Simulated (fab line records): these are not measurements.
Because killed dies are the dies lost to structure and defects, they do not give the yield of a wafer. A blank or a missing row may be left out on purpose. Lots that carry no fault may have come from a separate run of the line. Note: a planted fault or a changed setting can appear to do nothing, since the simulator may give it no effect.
Which tool did it? :: flow nand-harc :: 13 lots, 39 wafers sampled, at 5 steps of a route of 1159

WHAT THE GAUGES SHOWED, per wafer
NHARC_END_SORT_01.
lot: L619
measured: day 19 21:23
on: prober-02
killed-at-array: 39 30 30
killed-at-other: 0 0 0
killed-at-periphery: 2 1 1
killed-dies: 41 31 31
killed-open: 3 3 1
killed-short: 3 1 3

lot: L624
measured: day 21 23:18
on: prober-01
killed-at-array: 34 40 32
killed-at-other: 0 1 0
killed-at-periphery: 2 3 2
killed-dies: 36 44 34
killed-open: 4 2 4
killed-short: 2 1 0

lot: L635
measured: day 24 00:21
on: prober-01
killed-at-array: 124 113 105
killed-at-other: 0 0 1
killed-at-periphery: 6 3 4
killed-dies: 130 116 110
killed-open: 5 4 6
killed-short: 2 0 1

lot: L633
measured: day 24 12:55
on: prober-02
killed-at-array: 103 97 112
killed-at-other: 0 0 0
killed-at-periphery: 5 9 5
killed-dies: 108 106 117
killed-open: 1 2 6
killed-short: 1 2 3

EACH LOT AND THE TOOL THAT RAN IT (in order: tool; ch and the chambers of the sampled wafers; start)
lot: L615
NHARC_A_CONTACT_STRIP_82: rie-diel-06 ch 0,1,2, day 16 13:40
NHARC_THIN_TSV_STRIP_45: plasma-asher-01 ch 0,1, day 18 16:14
NHARC_THIN_TSV_ANNEAL_52: rtp-anneal-02 ch 0, day 18 19:05
NHARC_THIN_TSV_ETCH_36: rie-metal-02 ch 0,1, day 18 21:27

lot: L618
NHARC_A_CONTACT_STRIP_82: rie-diel-06 ch 0,2,3, day 17 02:53
NHARC_THIN_TSV_STRIP_45: plasma-asher-01 ch 0,1, day 18 23:18
NHARC_THIN_TSV_ANNEAL_52: rtp-anneal-01 ch 0, day 19 02:25
NHARC_THIN_TSV_ETCH_36: rie-metal-02 ch 0, day 19 05:06

lot: L620
NHARC_A_CONTACT_STRIP_82: rie-diel-13 ch 0,2,3, day 17 06:24
NHARC_THIN_TSV_STRIP_45: plasma-asher-02 ch 0,1, day 19 00:30
NHARC_THIN_TSV_ANNEAL_52: rtp-anneal-02 ch 0, day 19 03:55
NHARC_THIN_TSV_ETCH_36: rie-metal-01 ch 0,1, day 19 06:16

lot: L619
NHARC_A_CONTACT_STRIP_82: rie-diel-05 ch 0,1, day 17 07:05
NHARC_THIN_TSV_STRIP_45: plasma-asher-01 ch 0,1, day 19 01:55
NHARC_THIN_TSV_ANNEAL_52: rtp-anneal-01 ch 0, day 19 04:49
NHARC_THIN_TSV_ETCH_36: rie-metal-02 ch 0, day 19 07:32

lot: L621
NHARC_A_CONTACT_STRIP_82: rie-diel-05 ch 0,2,3, day 18 11:26
NHARC_THIN_TSV_STRIP_45: plasma-asher-02 ch 0,1, day 20 02:47
NHARC_THIN_TSV_ANNEAL_52: rtp-anneal-02 ch 0, day 20 05:44
NHARC_THIN_TSV_ETCH_36: rie-metal-03 ch 0,1, day 20 08:04

lot: L622
NHARC_A_CONTACT_STRIP_82: rie-diel-06 ch 0,1,3, day 18 23:11
NHARC_THIN_TSV_STRIP_45: plasma-asher-02 ch 0,1, day 21 06:27
NHARC_THIN_TSV_ANNEAL_52: rtp-anneal-02 ch 0, day 21 09:19
NHARC_THIN_TSV_ETCH_36: rie-metal-03 ch 0,1, day 21 11:49

lot: L624
NHARC_A_CONTACT_STRIP_82: rie-diel-13 ch 1,2,3, day 19 03:26
NHARC_THIN_TSV_STRIP_45: plasma-asher-02 ch 0,1, day 21 08:05
NHARC_THIN_TSV_ANNEAL_52: rtp-anneal-01 ch 0, day 21 11:01
NHARC_THIN_TSV_ETCH_36: rie-metal-03 ch 0,1, day 21 13:22

lot: L626
NHARC_A_CONTACT_STRIP_82: rie-diel-06 ch 0,2,3, day 19 15:59
NHARC_THIN_TSV_STRIP_45: plasma-asher-01 ch 0,1, day 21 14:30
NHARC_THIN_TSV_ANNEAL_52: rtp-anneal-02 ch 0, day 21 17:31
NHARC_THIN_TSV_ETCH_36: rie-metal-03 ch 0,1, day 21 19:52

lot: L630
NHARC_A_CONTACT_STRIP_82: rie-diel-06 ch 0,1,2, day 20 16:26
NHARC_THIN_TSV_STRIP_45: plasma-asher-01 ch 0,1, day 22 16:19
NHARC_THIN_TSV_ANNEAL_52: rtp-anneal-02 ch 0, day 22 19:17
NHARC_THIN_TSV_ETCH_36: rie-metal-02 ch 0,1, day 22 21:34

lot: L631
NHARC_A_CONTACT_STRIP_82: rie-diel-06 ch 1,2, day 20 22:18
NHARC_THIN_TSV_STRIP_45: plasma-asher-01 ch 0,1, day 23 01:06
NHARC_THIN_TSV_ANNEAL_52: rtp-anneal-02 ch 0, day 23 04:19
NHARC_THIN_TSV_ETCH_36: rie-metal-01 ch 0,1, day 23 06:49

lot: L636
NHARC_A_CONTACT_STRIP_82: rie-diel-13 ch 0,1,2, day 21 10:24
NHARC_THIN_TSV_STRIP_45: plasma-asher-01 ch 0,1, day 23 10:14
NHARC_THIN_TSV_ANNEAL_52: rtp-anneal-01 ch 0, day 23 15:02
NHARC_THIN_TSV_ETCH_36: rie-metal-03 ch 0,1, day 23 17:26

lot: L635
NHARC_A_CONTACT_STRIP_82: rie-diel-06 ch 0,2,3, day 21 15:58
NHARC_THIN_TSV_STRIP_45: plasma-asher-02 ch 0,1, day 23 09:05
NHARC_THIN_TSV_ANNEAL_52: rtp-anneal-02 ch 0, day 23 12:00
NHARC_THIN_TSV_ETCH_36: rie-metal-02 ch 0,1, day 23 14:27

lot: L633
NHARC_A_CONTACT_STRIP_82: rie-diel-06 ch 2,3, day 22 03:44
NHARC_THIN_TSV_STRIP_45: plasma-asher-01 ch 0,1, day 23 18:50
NHARC_THIN_TSV_ANNEAL_52: rtp-anneal-02 ch 0, day 23 21:45
NHARC_THIN_TSV_ETCH_36: rie-metal-03 ch 0,1, day 24 00:07
- NHARC_A_CONTACT_STRIP_82: strips in O2.
- NHARC_THIN_TSV_STRIP_45: strips in O2.
- NHARC_THIN_TSV_ANNEAL_52: time 90 s.
- NHARC_THIN_TSV_ETCH_36: etches the open film in Cl2/BCl3, target depth 65 nm, time 18.571 s.

AS READ BY THE TOOLS THEMSELVES (means over the sampled wafers that have a number; for cases with no such wafer, the mark the record gives instead)
NHARC_A_CONTACT_STRIP_82.
lot: L615
tool: rie-diel-06
drypump-motor-current-A (A): 5.3
oes-product-au (a.u.): 0.995
rf-vpp-V (V): 57.1
showerhead-plenum-p-Torr (Torr): 3.49
throttle-valve-pct (%): 17.037

lot: L618
tool: rie-diel-06
drypump-motor-current-A (A): 5.7
oes-product-au (a.u.): 0.994
rf-vpp-V (V): 57.5
showerhead-plenum-p-Torr (Torr): 3.62
throttle-valve-pct (%): 17.034

lot: L620
tool: rie-diel-13
drypump-motor-current-A (A): 6.0
oes-product-au (a.u.): 1.002
rf-vpp-V (V): 58.3
showerhead-plenum-p-Torr (Torr): 3.65
throttle-valve-pct (%): 17.044

lot: L619
tool: rie-diel-05
drypump-motor-current-A (A): 6.0
oes-product-au (a.u.): 0.991
rf-vpp-V (V): 58.3
showerhead-plenum-p-Torr (Torr): 3.71
throttle-valve-pct (%): 17.043

lot: L621
tool: rie-diel-05
drypump-motor-current-A (A): 6.0
oes-product-au (a.u.): 0.992
rf-vpp-V (V): 57.3
showerhead-plenum-p-Torr (Torr): 3.59
throttle-valve-pct (%): 17.044

lot: L622
tool: rie-diel-06
drypump-motor-current-A (A): 5.8
oes-product-au (a.u.): 1.004
rf-vpp-V (V): 57.8
showerhead-plenum-p-Torr (Torr): 3.48
throttle-valve-pct (%): 17.039

lot: L624
tool: rie-diel-13
drypump-motor-current-A (A): 6.1
oes-product-au (a.u.): 0.998
rf-vpp-V (V): 57.3
showerhead-plenum-p-Torr (Torr): 3.52
throttle-valve-pct (%): 17.040

lot: L626
tool: rie-diel-06
drypump-motor-current-A (A): 5.7
oes-product-au (a.u.): 1.001
rf-vpp-V (V): 58.3
showerhead-plenum-p-Torr (Torr): 3.61
throttle-valve-pct (%): 17.035

lot: L630
tool: rie-diel-06
drypump-motor-current-A (A): 5.2
oes-product-au (a.u.): 1.005
rf-vpp-V (V): 58.1
showerhead-plenum-p-Torr (Torr): 3.48
throttle-valve-pct (%): 17.033

lot: L631
tool: rie-diel-06
drypump-motor-current-A (A): 5.2
oes-product-au (a.u.): 1.004
rf-vpp-V (V): 57.9
showerhead-plenum-p-Torr (Torr): 3.55
throttle-valve-pct (%): 17.030

lot: L636
tool: rie-diel-13
drypump-motor-current-A (A): 6.0
oes-product-au (a.u.): 1.001
rf-vpp-V (V): 58.3
showerhead-plenum-p-Torr (Torr): 3.57
throttle-valve-pct (%): 17.038

lot: L635
tool: rie-diel-06
drypump-motor-current-A (A): 5.6
oes-product-au (a.u.): 0.991
rf-vpp-V (V): 57.6
showerhead-plenum-p-Torr (Torr): 3.60
throttle-valve-pct (%): 17.038

lot: L633
tool: rie-diel-06
drypump-motor-current-A (A): 6.1
oes-product-au (a.u.): 1.005
rf-vpp-V (V): 58.3
showerhead-plenum-p-Torr (Torr): 3.67
throttle-valve-pct (%): 17.040

NHARC_THIN_TSV_STRIP_45.
lot: L615
tool: plasma-asher-01
drypump-motor-current-A (A): 5.6
heater-power-w (W): 323

lot: L618
tool: plasma-asher-01
drypump-motor-current-A (A): 5.6
heater-power-w (W): 324

lot: L620
tool: plasma-asher-02
drypump-motor-current-A (A): 6.0
heater-power-w (W): 331

lot: L619
tool: plasma-asher-01
drypump-motor-current-A (A): 5.6
heater-power-w (W): 328

lot: L621
tool: plasma-asher-02
drypump-motor-current-A (A): 6.0
heater-power-w (W): 333

lot: L622
tool: plasma-asher-02
drypump-motor-current-A (A): 5.6
heater-power-w (W): 319

lot: L624
tool: plasma-asher-02
drypump-motor-current-A (A): 6.0
heater-power-w (W): 333

lot: L626
tool: plasma-asher-01
drypump-motor-current-A (A): 5.6
heater-power-w (W): 337

lot: L630
tool: plasma-asher-01
drypump-motor-current-A (A): 5.9
heater-power-w (W): 347

lot: L631
tool: plasma-asher-01
drypump-motor-current-A (A): 5.6
heater-power-w (W): 335

lot: L636
tool: plasma-asher-01
drypump-motor-current-A (A): 5.6
heater-power-w (W): 341

lot: L635
tool: plasma-asher-02
drypump-motor-current-A (A): 6.0
heater-power-w (W): 335

lot: L633
tool: plasma-asher-01
drypump-motor-current-A (A): 5.6
heater-power-w (W): 335

NHARC_THIN_TSV_ANNEAL_52.
lot: L615
tool: rtp-anneal-02
wafer_temp_C_max: 226.6

lot: L618
tool: rtp-anneal-01
wafer_temp_C_max: 226.2

lot: L620
tool: rtp-anneal-02
wafer_temp_C_max: 226.7

lot: L619
tool: rtp-anneal-01
wafer_temp_C_max: 226.3

lot: L621
tool: rtp-anneal-02
wafer_temp_C_max: 226.9

lot: L622
tool: rtp-anneal-02
wafer_temp_C_max: 226.5

lot: L624
tool: rtp-anneal-01
wafer_temp_C_max: 226.4

lot: L626
tool: rtp-anneal-02
wafer_temp_C_max: 227.0

lot: L630
tool: rtp-anneal-02
wafer_temp_C_max: 227.0

lot: L631
tool: rtp-anneal-02
wafer_temp_C_max: 226.8

lot: L636
tool: rtp-anneal-01
wafer_temp_C_max: 226.6

lot: L635
tool: rtp-anneal-02
wafer_temp_C_max: 227.2

lot: L633
tool: rtp-anneal-02
wafer_temp_C_max: 227.2

NHARC_THIN_TSV_ETCH_36.
lot: L615
tool: rie-metal-02
drypump-motor-current-A (A): 5.14
oes-product-au (a.u.): 0.991

lot: L618
tool: rie-metal-02
drypump-motor-current-A (A): 5.42
oes-product-au (a.u.): 0.993

lot: L620
tool: rie-metal-01
drypump-motor-current-A (A): 5.11
oes-product-au (a.u.): 0.997

lot: L619
tool: rie-metal-02
drypump-motor-current-A (A): 5.42
oes-product-au (a.u.): 0.996

lot: L621
tool: rie-metal-03
drypump-motor-current-A (A): 5.38
oes-product-au (a.u.): 1.001

lot: L622
tool: rie-metal-03
drypump-motor-current-A (A): 5.37
oes-product-au (a.u.): 1.007

lot: L624
tool: rie-metal-03
drypump-motor-current-A (A): 5.37
oes-product-au (a.u.): 1.001

lot: L626
tool: rie-metal-03
drypump-motor-current-A (A): 5.38
oes-product-au (a.u.): 1.006

lot: L630
tool: rie-metal-02
drypump-motor-current-A (A): 5.14
oes-product-au (a.u.): 0.992

lot: L631
tool: rie-metal-01
drypump-motor-current-A (A): 5.13
oes-product-au (a.u.): 0.991

lot: L636
tool: rie-metal-03
drypump-motor-current-A (A): 5.38
oes-product-au (a.u.): 1.006

lot: L635
tool: rie-metal-02
drypump-motor-current-A (A): 5.15
oes-product-au (a.u.): 0.997

lot: L633
tool: rie-metal-03
drypump-motor-current-A (A): 5.44
oes-product-au (a.u.): 1.008

THE ANSWER, worked out from the rows above alone
Rule: the usual values come from the lots themselves. The widest of any qualifying gaps counts: lots, ordered by their means at a reading, are off when they make up no more than a third of the lots, leave a main group of 4 or more, and stand apart from it by 3 or more times the standard deviation of that group's means. The tables above print the reading to a certain number of digits; a main group whose means all agree to those digits is not used. A lot without any number at a reading at which 4 lots or more have one is off too. Any other lot the step has rows for is counted as sound. Order of review: gauges by route order, followed by the tools' own readings, for which a lot's mean as printed above is used. At the first step where some lot is off, the reading lying furthest off is the one used; lots without a number count as furthest.
Nothing can be told from this: no lot is off at any reading shown.

WHAT THE SIMULATOR HAD INSERTED
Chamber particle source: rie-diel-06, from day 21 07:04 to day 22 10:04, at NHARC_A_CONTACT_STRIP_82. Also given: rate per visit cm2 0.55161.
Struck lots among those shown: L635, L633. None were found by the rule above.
